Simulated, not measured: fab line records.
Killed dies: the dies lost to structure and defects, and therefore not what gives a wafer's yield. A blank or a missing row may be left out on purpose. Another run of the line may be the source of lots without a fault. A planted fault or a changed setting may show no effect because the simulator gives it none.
Chamber matching    flow nand_harc    3 sister chambers for NHARC_A_STAIRCASE_DEP_322 on pecvd-02
The step deposits SiO2, target thk 7200 nm. 18 wafers are shown with their chamber, then 9 later ones without.

## EACH WAFER AND ITS CHAMBER
wafer   chamber  heater_power_w (W)  rf_fwd_power_W (W)
L074.2  0        610                 500.3
L074.5  0        550                 499.2
L074.6  2        621                 498.3
L077.1  1        644                 500.1
L077.3  0        620                 500.2
L077.6  2        612                 500.6
L079.1  2        699                 498.1
L079.3  1        670                 498.0
L079.5  0        525                 499.6
L083.2  0        641                 501.7
L083.3  2        708                 499.3
L083.5  1        546                 501.7
L084.4  2        623                 498.9
L084.5  0        527                 499.2
L084.6  1        532                 499.6
L086.1  2        707                 500.8
L086.2  0        569                 499.3
L086.6  0        539                 498.0

SIGNATURES (averages over the wafers above)
reading         chamber 0  chamber 1  chamber 2  scatter within a chamber
heater_power_w  572.62     598.00     661.67     51.6
rf_fwd_power_W  499.688    499.850    499.333    1.2
Rule: a wafer's distance from a chamber is the root of the sum, over the readings, of the square of ((its reading less the chamber's mean) divided by the reading's scatter). If the next closest chamber is less than 2 further off than the closest, the wafer can't be placed; otherwise it belongs to the closest. The scatter: the root of (the sum of the squares of (reading less its chamber's mean) over the shown wafers, divided by (wafers less chambers)).

## WAFERS WITH NO CHAMBER GIVEN
wafer   heater_power_w (W)  rf_fwd_power_W (W)
L088.1  654                 500.1
L088.2  758                 497.1
L088.3  660                 497.0
L094.2  646                 500.3
L094.4  577                 499.3
L094.6  620                 500.0
L097.1  663                 503.3
L097.2  653                 499.4
L097.3  661                 498.7

## CHAMBER TAKEN BY EACH
wafer   from the rows above           in truth
L088.1  can't be placed: 2 or 1 or 0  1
L088.2  can't be placed: 2 or 1 or 0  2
L088.3  can't be placed: 2 or 1 or 0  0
L094.2  can't be placed: 2 or 1 or 0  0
L094.4  can't be placed: 0 or 1 or 2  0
L094.6  can't be placed: 1 or 0 or 2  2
L097.1  can't be placed: 1 or 2 or 0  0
L097.2  can't be placed: 2 or 1 or 0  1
L097.3  can't be placed: 2 or 1 or 0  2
Placed correctly: 0 of 9. Unplaceable from these rows: 9, with the true chamber sitting among the candidates in 9. 0 placed wrongly.
